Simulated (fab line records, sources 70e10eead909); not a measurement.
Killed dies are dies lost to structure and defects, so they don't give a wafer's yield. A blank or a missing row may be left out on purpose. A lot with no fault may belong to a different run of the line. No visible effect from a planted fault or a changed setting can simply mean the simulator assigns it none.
fab line records + flow nand_harc
record:
- lots: 13
- wafers: 39
- last_day: 33
route steps=1302 shown A_SLIT@937 A_WL_FILL@952
lots that met no fault: from a run of the same line without faults
start_h: the number of hours between the record's first day and the start of the first shown wafer of the lot + wait_h: hours since the lot's step before + " unchanged from the row above + L1.1+2: several wafers, shown together as one row + - either no value or no given start + * or withheld: withheld + < > ~ a bound
route shown NAME@n: names a module that has steps shown in the file, with the first one's number in the route + usual: average and standard deviation across the fault-free wafers + same: alike in all rows + chamber/n: place in a boat + sites: readings site by site + _std_site: the standard deviation of these + _edge_site: inner sites' mean taken away from outer sites' mean + radius_mm: how far each site lies from the wafer's centre + mask NAME#n: copy n + behind: tool/chamber where the wafer was last shaped + hold: the reason the lot was held/the length of the hold in hours/how it ended + device: names the non-switching transistor (n, p or np) + end of line: the route-end tests of the same wafers + step lacking rows: just its recipe + killed: dies that structure and defects cost at the first sort, which is not the same as the wafer's yield + map: the dies of a wafer, with x for killed, . for not killed, _ for no die there
set.NAME: setting as actually run; set.NAME@STEP: the setting as run at that earlier step + model.NAME: the simulator's own value behind a step, which no gauge read
a sample of lots followed through the steps of the route, with each step as a table and each wafer as a row
services: when a tool's chamber went out of use (start_h, in hours from the record's first day, below 0 if earlier), for how many hours, and the reason
== steps ==
step: NHARC_A_SLIT_ETCH_24
recipe:
- target_depth_a: 1210
- time_s: 60.5
- cf4_flow_sccm: 100
- chf3_flow_sccm: 30
- ar_flow_sccm: 0
- rf_w: 500
- bias_w: 200
- chemistry: CF4/CHF3
usual:
- drypump_motor_current_A: 5.8/0.43
- oes_product_au: 0.960/0.016
- rf_fwd_power_W: 494.8/2.2
- rf_vpp_V: 370.0/1.6
- showerhead_plenum_p_Torr: 1.55/0.042
- throttle_valve_pct: 16.802/0.0093
same:
- time_s: 60.5
| lot.wafer | tool        | chamber | start_h | wait_h | drypump_motor_current_A | oes_product_au | rf_fwd_power_W | rf_hours_counter_h | rf_vpp_V | showerhead_plenum_p_Torr | throttle_valve_pct |
|-----------|-------------|---------|---------|--------|-------------------------|----------------|----------------|--------------------|----------|--------------------------|--------------------|
| L340.2    | rie_diel-11 | 0       | 466.31  | 0.1    | 6.4                     | 0.928          | 493.9          | 1.2                | 372.7    | 1.64                     | 16.813             |
| L340.4    | "           | 1       | "       | "      | 5.7                     | 0.931          | 490.2          | 1.1                | 368.1    | 1.54                     | 16.799             |
| L340.6    | "           | 3       | "       | "      | 4.7                     | 0.917          | 495.5          | -                  | 371.4    | 1.59                     | 16.803             |
| L343.1    | rie_diel-06 | 0       | 467.83  | 0.1    | 5.4                     | 0.929          | 494.3          | 7.7                | 371.3    | 1.60                     | 16.805             |
| L343.2    | "           | 3       | "       | "      | 5.7                     | 0.918          | 489.9          | 7.4                | 371.2    | 1.57                     | 16.793             |
| L343.4    | "           | 2       | "       | "      | 6.4                     | 0.927          | 498.5          | -                  | 368.2    | 1.52                     | 16.810             |
| L342.4    | rie_diel-11 | 1       | 474.19  | 0.1    | 5.7                     | 0.989          | 492.3          | 1.7                | 368.6    | 1.54                     | 16.812             |
| L342.3    | "           | 2       | "       | "      | 6.1                     | 0.966          | 495.5          | 1.8                | 370.2    | 1.55                     | 16.786             |
| L342.1    | "           | 3       | "       | "      | 4.7                     | 0.964          | 493.4          | 1.9                | 371.6    | 1.59                     | 16.792             |
| L344.4    | rie_diel-06 | 1       | 494.51  | 0.1    | 5.8                     | 0.983          | 494.6          | 0.1                | 369.6    | 1.54                     | 16.818             |
| L344.1    | "           | 3       | "       | "      | 5.7                     | 0.965          | 493.9          | 0.1                | 370.9    | 1.57                     | 16.778             |
| L344.6    | "           | 2       | "       | "      | 6.4                     | 0.967          | 494.7          | -                  | 368.6    | 1.52                     | 16.806             |
| L346.4    | rie_diel-06 | 3       | 516.66  | 0.1    | 5.7                     | 0.969          | 492.3          | 0.7                | 370.1    | 1.57                     | 16.813             |
| L346.1    | "           | 1       | "       | "      | 5.8                     | 0.973          | 497.2          | 1.3                | 370.8    | 1.54                     | 16.794             |
| L346.6    | "           | 0       | "       | "      | 5.4                     | 0.967          | 495.4          | -                  | 370.3    | 1.60                     | 16.801             |
| L347.2    | rie_diel-02 | 1       | 523.72  | 0.1    | 5.6                     | 0.965          | 494.4          | 7.9                | 368.7    | 1.49                     | 16.794             |
| L347.4    | "           | 2       | "       | "      | 5.8                     | 0.972          | 493.8          | 7.6                | 367.7    | 1.48                     | 16.810             |
| L347.6    | "           | 1       | "       | "      | 5.6                     | 0.970          | 492.5          | -                  | 366.9    | 1.49                     | 16.804             |
| L353.2    | rie_diel-11 | 1       | 568.21  | 0.1    | 5.7                     | 0.945          | 493.0          | 6.1                | 370.6    | 1.53                     | 16.810             |
| L353.1    | "           | 2       | "       | "      | 6.1                     | 0.944          | 496.7          | 6.4                | 370.2    | 1.55                     | 16.807             |
| L353.6    | "           | 1       | "       | "      | 5.7                     | 0.939          | 494.0          | -                  | 369.8    | 1.53                     | 16.804             |
| L354.4    | rie_diel-02 | 3       | 579.89  | 0.1    | 5.7                     | 0.982          | 495.9          | 0.0                | 369.3    | 1.55                     | 16.807             |
| L354.2    | "           | 1       | "       | "      | 5.6                     | 0.963          | 493.3          | 0.0                | 367.4    | 1.49                     | 16.791             |
| L354.6    | "           | 3       | "       | "      | 5.6                     | 0.982          | 496.3          | -                  | 369.1    | 1.55                     | 16.798             |
| L355.1    | rie_diel-06 | 0       | 599.70  | 0.1    | 5.4                     | 0.948          | 496.1          | 6.3                | 373.2    | 1.60                     | 16.816             |
| L355.3    | "           | 3       | "       | "      | 5.7                     | 0.947          | 490.0          | 6.8                | 369.9    | 1.57                     | 16.800             |
| L355.6    | "           | 0       | "       | "      | 5.4                     | 0.957          | 495.5          | -                  | 370.3    | 1.60                     | 16.804             |
| L357.4    | rie_diel-02 | 3       | 610.98  | 0.1    | 5.6                     | 0.948          | 494.3          | 1.6                | 371.6    | 1.55                     | 16.804             |
| L357.1    | "           | 1       | "       | "      | 5.6                     | 0.966          | 494.6          | 2.3                | 366.9    | 1.49                     | 16.806             |
| L357.6    | "           | 0       | "       | "      | 6.4                     | 0.946          | 496.1          | -                  | 370.2    | 1.55                     | 16.791             |
| L358.4    | rie_diel-02 | 3       | 648.63  | 0.1    | 5.7                     | 0.972          | 496.1          | 4.7                | 370.4    | 1.55                     | 16.793             |
| L358.3    | "           | 1       | "       | "      | 5.6                     | 0.946          | 493.4          | 4.8                | 367.9    | 1.49                     | 16.820             |
| L358.6    | "           | 2       | "       | "      | 5.8                     | 0.973          | 496.5          | -                  | 368.6    | 1.48                     | 16.800             |
| L360.3    | rie_diel-06 | 1       | 649.07  | 0.1    | 5.8                     | 0.968          | 496.6          | 8.6                | 370.1    | 1.54                     | 16.798             |
| L360.6    | "           | 1       | "       | "      | 5.8                     | 0.968          | 497.7          | -                  | 368.4    | 1.54                     | 16.801             |
| L360.5    | "           | 2       | "       | "      | 6.3                     | 0.962          | 498.9          | -                  | 367.6    | 1.52                     | 16.812             |
| L361.2    | rie_diel-06 | 1       | 682.16  | 0.1    | 5.8                     | 0.969          | 496.0          | 0.3                | 368.8    | 1.54                     | 16.792             |
| L361.3    | "           | 2       | "       | "      | 6.3                     | 0.973          | 497.8          | 0.2                | 369.2    | 1.52                     | 16.795             |
| L361.1    | "           | 0       | "       | "      | 5.4                     | 0.954          | 493.8          | 0.5                | 371.0    | 1.60                     | 16.788             |
step: NHARC_A_WL_FILL_ALD_00
recipe:
- target_thk_a: 30
- pulse_time_s: 3
- ald_cycles: 30
- temp_c: 300
- material: Al2O3
usual:
- ald_cycles: 30/0
- heater_power_w: 452/46
- precursor_pulse_height_rel: 0.999/0.019
| lot.wafer | tool      | chamber | start_h | wait_h | ald_cycles | heater_power_w | precursor_pulse_height_rel |
|-----------|-----------|---------|---------|--------|------------|----------------|----------------------------|
| L340.4    | ald_hk-03 | 3       | 479.37  | 0.3    | 30         | 508            | 1.008                      |
| L340.2    | "         | 0       | "       | "      | 30         | 455            | 1.034                      |
| L340.6    | "         | 1       | "       | "      | 30         | 479            | 0.976                      |
| L343.2    | ald_hk-03 | 0       | 483.35  | 0.1    | 30         | 441            | 0.993                      |
| L343.4    | "         | 1       | "       | "      | 30         | 464            | 1.024                      |
| L343.1    | "         | 2       | "       | "      | 30         | 536            | 0.980                      |
| L342.1    | ald_hk-01 | 2       | 487.01  | 0.1    | 30         | 408            | 0.975                      |
| L342.4    | "         | 3       | "       | "      | 30         | 384            | 1.015                      |
| L342.3    | "         | 1       | "       | "      | 30         | 456            | 1.011                      |
| L344.1    | ald_hk-03 | 0       | 508.15  | 0.1    | 30         | 459            | 0.954                      |
| L344.4    | "         | 1       | "       | "      | 30         | 471            | 0.988                      |
| L344.6    | "         | 0       | "       | "      | 30         | 455            | 0.969                      |
| L346.1    | ald_hk-01 | 3       | 529.53  | 0.1    | 30         | 388            | 0.977                      |
| L346.4    | "         | 1       | "       | "      | 30         | 458            | 1.025                      |
| L346.6    | "         | 3       | "       | "      | 30         | 378            | 1.015                      |
| L347.4    | ald_hk-02 | 1       | 536.70  | 0.1    | 30         | 451            | 0.960                      |
| L347.2    | "         | 2       | "       | "      | 30         | 433            | 1.006                      |
| L347.6    | "         | 1       | "       | "      | 30         | 440            | 1.020                      |
| L353.1    | ald_hk-01 | 0       | 581.06  | 0.1    | 42         | 456            | 1.005                      |
| L353.2    | "         | 2       | "       | "      | 30         | 414            | 1.000                      |
| L353.6    | "         | 0       | "       | "      | 42         | 480            | 0.986                      |
| L354.2    | ald_hk-02 | 2       | 592.51  | 0.1    | 30         | 406            | 1.036                      |
| L354.4    | "         | 0       | "       | "      | 30         | 380            | 1.012                      |
| L354.6    | "         | 3       | "       | "      | 30         | 460            | 0.986                      |
| L355.3    | ald_hk-03 | 1       | 612.56  | 0.1    | 30         | 488            | 1.006                      |
| L355.1    | "         | 2       | "       | "      | 30         | 567            | 1.003                      |
| L355.6    | "         | 2       | "       | "      | 30         | 552            | 1.000                      |
| L357.1    | ald_hk-03 | 1       | 623.98  | 0.1    | 30         | 477            | 0.999                      |
| L357.4    | "         | 2       | "       | "      | 30         | 575            | 1.015                      |
| L357.6    | "         | 0       | "       | "      | 30         | 441            | 1.002                      |
| L358.4    | ald_hk-02 | 2       | 661.26  | 0.1    | 30         | 423            | 0.988                      |
| L358.3    | "         | 3       | "       | "      | 30         | 461            | 1.002                      |
| L358.6    | "         | 1       | "       | "      | 30         | 461            | 1.028                      |
| L360.3    | ald_hk-03 | 0       | 665.50  | 0.1    | 30         | 442            | 0.983                      |
| L360.6    | "         | 3       | "       | "      | 30         | 488            | 1.001                      |
| L360.5    | "         | 0       | "       | "      | 30         | 433            | 0.983                      |
| L361.1    | ald_hk-03 | 1       | 695.00  | 0.1    | 30         | 470            | 1.008                      |
| L361.3    | "         | 3       | "       | "      | 30         | 494            | 1.015                      |
| L361.2    | "         | 0       | "       | "      | 30         | 444            | 1.010                      |
step: NHARC_A_WL_FILL_CVD_03
recipe:
- target_thk_a: 400
- temp_c: 300
- pressure_torr: 40
- wf6_flow_sccm: 40
- h2_flow_sccm: 1600
- ar_flow_sccm: 1560
- time_s: 279
- material: W
usual:
- heater_power_w: 467/46
- throttle_valve_pct: 7.9/0.39
same:
- time_s: 279
| lot.wafer | tool     | chamber | start_h | wait_h | heater_power_w | throttle_valve_pct |
|-----------|----------|---------|---------|--------|----------------|--------------------|
| L340.2    | cvd_w-02 | 1       | 480.28  | 0.1    | 512            | 7.8                |
| L340.4    | "        | 0       | "       | "      | 490            | 8.0                |
| L340.6    | "        | 1       | "       | "      | 503            | 8.3                |
| L343.2    | cvd_w-01 | 1       | 484.24  | 0.1    | 455            | 8.1                |
| L343.1    | "        | 0       | "       | "      | 392            | 7.7                |
| L343.4    | "        | 0       | "       | "      | 388            | 7.3                |
| L342.1    | cvd_w-02 | 0       | 487.93  | 0.1    | 488            | 7.9                |
| L342.4    | "        | 0       | "       | "      | 497            | 8.2                |
| L342.3    | "        | 1       | "       | "      | 503            | 8.0                |
| L344.1    | cvd_w-02 | 0       | 509.11  | 0.1    | 487            | 8.0                |
| L344.4    | "        | 0       | "       | "      | 496            | 8.0                |
| L344.6    | "        | 0       | "       | "      | 495            | 7.6                |
| L346.1    | cvd_w-01 | 1       | 530.50  | 0.1    | 448            | 8.4                |
| L346.4    | "        | 1       | "       | "      | 443            | 8.6                |
| L346.6    | "        | 0       | "       | "      | 384            | 7.6                |
| L347.2    | cvd_w-02 | 1       | 537.63  | 0.1    | 516            | 8.2                |
| L347.4    | "        | 0       | "       | "      | 514            | 7.5                |
| L347.6    | "        | 1       | "       | "      | 493            | 8.0                |
| L353.1    | cvd_w-01 | 1       | 581.95  | 0.1    | 481            | 8.4                |
| L353.2    | "        | 0       | "       | "      | 402            | 7.4                |
| L353.6    | "        | 0       | "       | "      | 395            | 7.4                |
| L354.2    | cvd_w-02 | 0       | 593.48  | 0.1    | 503            | 7.9                |
| L354.4    | "        | 0       | "       | "      | 489            | 8.0                |
| L354.6    | "        | 0       | "       | "      | 500            | 8.4                |
| L355.1    | cvd_w-02 | 1       | 613.48  | 0.1    | 517            | 8.1                |
| L355.3    | "        | 0       | "       | "      | 499            | 8.2                |
| L355.6    | "        | 0       | "       | "      | 494            | 8.1                |
| L357.1    | cvd_w-01 | 1       | 624.93  | 0.1    | 484            | 8.3                |
| L357.4    | "        | 1       | "       | "      | 480            | 8.1                |
| L357.6    | "        | 0       | "       | "      | 392            | 7.3                |
| L358.4    | cvd_w-02 | 1       | 662.25  | 0.2    | 538            | 7.8                |
| L358.3    | "        | 0       | "       | "      | 506            | 7.8                |
| L358.6    | "        | 0       | "       | "      | 491            | 7.8                |
| L360.3    | cvd_w-01 | 1       | 666.49  | 0.2    | 472            | 8.5                |
| L360.5    | "        | 1       | "       | "      | 485            | 8.4                |
| L360.6    | "        | 0       | "       | "      | 398            | 7.3                |
| L361.2    | cvd_w-02 | 0       | 695.93  | 0.1    | 487            | 7.7                |
| L361.1    | "        | 1       | "       | "      | 535            | 7.7                |
| L361.3    | "        | 0       | "       | "      | 485            | 7.8                |
step: NHARC_A_WL_FILL_STRIP_27
recipe:
- power_w: 1500
- temp_c: 250
- time_s: 20
- chemistry: N2/H2
usual:
- drypump_motor_current_A: 5.7/0.55
- heater_power_w: 315/16
same:
- time_s: 20
| lot.wafer | tool            | chamber | start_h | wait_h | drypump_motor_current_A | heater_power_w | rf_hours_counter_h |
|-----------|-----------------|---------|---------|--------|-------------------------|----------------|--------------------|
| L340.2    | plasma_asher-01 | 0       | 481.01  | 0.1    | 6.2                     | 312            | 26                 |
| L340.4    | "               | 0       | "       | "      | 6.2                     | 327            | -                  |
| L340.6    | "               | 1       | "       | "      | 6.2                     | 306            | -                  |
| L343.2    | plasma_asher-01 | 0       | 484.98  | 0.1    | 6.2                     | 317            | 27                 |
| L343.1    | "               | 1       | "       | "      | 6.2                     | 304            | 27                 |
| L343.4    | "               | 0       | "       | "      | 6.2                     | 315            | -                  |
| L342.1    | plasma_asher-01 | 1       | 488.69  | 0.1    | 6.1                     | 302            | 29                 |
| L342.4    | "               | 1       | "       | "      | 6.2                     | 305            | -                  |
| L342.3    | "               | 0       | "       | "      | 6.2                     | 319            | -                  |
| L344.1    | plasma_asher-01 | 0       | 509.82  | 0.1    | 6.2                     | 310            | 33                 |
| L344.4    | "               | 0       | "       | "      | 6.2                     | 317            | -                  |
| L344.6    | "               | 1       | "       | "      | 6.2                     | 306            | -                  |
| L346.1    | plasma_asher-02 | 1       | 531.20  | 0.1    | 4.9                     | 345            | 16                 |
| L346.4    | "               | 1       | "       | "      | 4.9                     | 339            | -                  |
| L346.6    | "               | 0       | "       | "      | 5.4                     | 302            | -                  |
| L347.2    | plasma_asher-02 | 0       | 538.40  | 0.1    | 5.4                     | 296            | 18                 |
| L347.4    | "               | 0       | "       | "      | 5.4                     | 303            | -                  |
| L347.6    | "               | 0       | "       | "      | 5.4                     | 298            | -                  |
| L353.1    | plasma_asher-02 | 1       | 582.70  | 0.1    | 4.9                     | 348            | 27                 |
| L353.2    | "               | 0       | "       | "      | 5.4                     | 295            | 27                 |
| L353.6    | "               | 1       | "       | "      | 4.9                     | 341            | -                  |
| L354.2    | plasma_asher-01 | 0       | 594.26  | 0.2    | 6.2                     | 314            | 18                 |
| L354.4    | "               | 0       | "       | "      | 6.2                     | 312            | -                  |
| L354.6    | "               | 1       | "       | "      | 6.2                     | 328            | -                  |
| L355.1    | plasma_asher-01 | 0       | 614.25  | 0.1    | 6.2                     | 314            | 22                 |
| L355.3    | "               | 1       | "       | "      | 6.2                     | 327            | -                  |
| L355.6    | "               | 0       | "       | "      | 6.2                     | 310            | -                  |
| L357.1    | plasma_asher-01 | 1       | 625.65  | 0.1    | 6.1                     | 320            | 24                 |
| L357.4    | "               | 0       | "       | "      | 6.2                     | 311            | -                  |
| L357.6    | "               | 0       | "       | "      | 6.2                     | 305            | -                  |
| L358.3    | plasma_asher-01 | 0       | 662.94  | 0.1    | 6.2                     | 300            | -                  |
| L358.4    | "               | 1       | "       | "      | 6.2                     | 324            | -                  |
| L358.6    | "               | 1       | "       | "      | 6.2                     | 320            | -                  |
| L360.3    | plasma_asher-01 | 1       | 667.46  | 0.2    | 6.2                     | 319            | -                  |
| L360.6    | "               | 1       | "       | "      | 6.2                     | 330            | -                  |
| L360.5    | "               | 0       | "       | "      | 6.2                     | 315            | -                  |
| L361.1    | plasma_asher-02 | 0       | 697.02  | 0.4    | 5.4                     | 281            | 15                 |
| L361.2    | "               | 1       | "       | "      | 4.9                     | 326            | 15                 |
| L361.3    | "               | 1       | "       | "      | 4.9                     | 326            | -                  |
== services ==
| tool            | chamber | start_h | hours | kind   |
|-----------------|---------|---------|-------|--------|
| rie_diel-11     | 3       | 445.59  | 1.5   | repair |
| cvd_w-02        | 1       | 448.02  | 4.0   | repair |
| cvd_w-02        | -       | 450.06  | 13.0  | pm     |
| rie_diel-06     | 1       | 459.50  | 10.0  | repair |
| cvd_w-01        | -       | 475.13  | 1.3   | repair |
| ald_hk-01       | -       | 475.38  | 10.0  | pm     |
| rie_diel-06     | -       | 484.20  | 9.0   | pm     |
| ald_hk-02       | -       | 497.95  | 0.7   | repair |
| cvd_w-01        | 0       | 502.85  | 18.8  | repair |
| plasma_asher-02 | -       | 515.07  | 1.7   | repair |
| plasma_asher-01 | -       | 519.54  | 9.0   | pm     |
| cvd_w-01        | -       | 547.05  | 13.0  | pm     |
| rie_diel-02     | -       | 570.70  | 9.0   | pm     |
| ald_hk-02       | -       | 578.22  | 10.0  | pm     |
| cvd_w-02        | 1       | 580.92  | 6.7   | repair |
| plasma_asher-02 | -       | 603.00  | 9.0   | pm     |
| rie_diel-06     | 2       | 622.14  | 2.8   | repair |
| cvd_w-02        | -       | 631.08  | 13.0  | pm     |
| rie_diel-06     | -       | 661.20  | 9.0   | pm     |
| rie_diel-02     | 3       | 673.97  | 3.8   | repair |
| rie_diel-02     | 2       | 680.77  | 3.6   | repair |
| rie_diel-02     | 0       | 693.18  | 23.8  | repair |
| rie_diel-02     | 2       | 694.54  | 3.8   | repair |
| plasma_asher-01 | -       | 696.54  | 9.0   | pm     |
== key ==
first_sign:
- step: NHARC_A_WL_FILL_ALD_00
- reading: ald_cycles
- direction: up
- sigmas: 99+
- usual: 30
- struck: 42
effect none on later readings
met_at NHARC_A_WL_FILL_ALD_00
struck_lots L353
struck_wafers L353.1,L353.6
later_rows_left_out L353.1,L353.6
sort_left_out L353.1,L353.6
tester_left_out L353
not_acting_at NHARC_A_SLIT_ETCH_24,NHARC_A_WL_FILL_CVD_03,NHARC_A_WL_FILL_STRIP_27
fault:
- kind: process_parameter_drift
- tool: ald_hk-01
- chamber: 0
- onset_h: 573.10
- steps: NHARC_A_WL_FILL_ALD_00
- channel: ald_cycles
- offset: 12
- shape: step
- acts_in: these_recipes_only
- stated: 30
tester_left_out: of these lots the tester's yield and bins aren't shown, on N5 and GAA mostly nor the transistor test; their killed dies are dies lost to structure and defects alone, not to doping, threshold or leakage, so they don't give the yield
sort_left_out: the simulated sort isn't trusted on such a fault, so these wafers' sort isn't shown, and their yield isn't known
later_rows_left_out: the simulator's readings of these wafers behind a module that went badly wrong aren't trusted and aren't shown, but for the sort
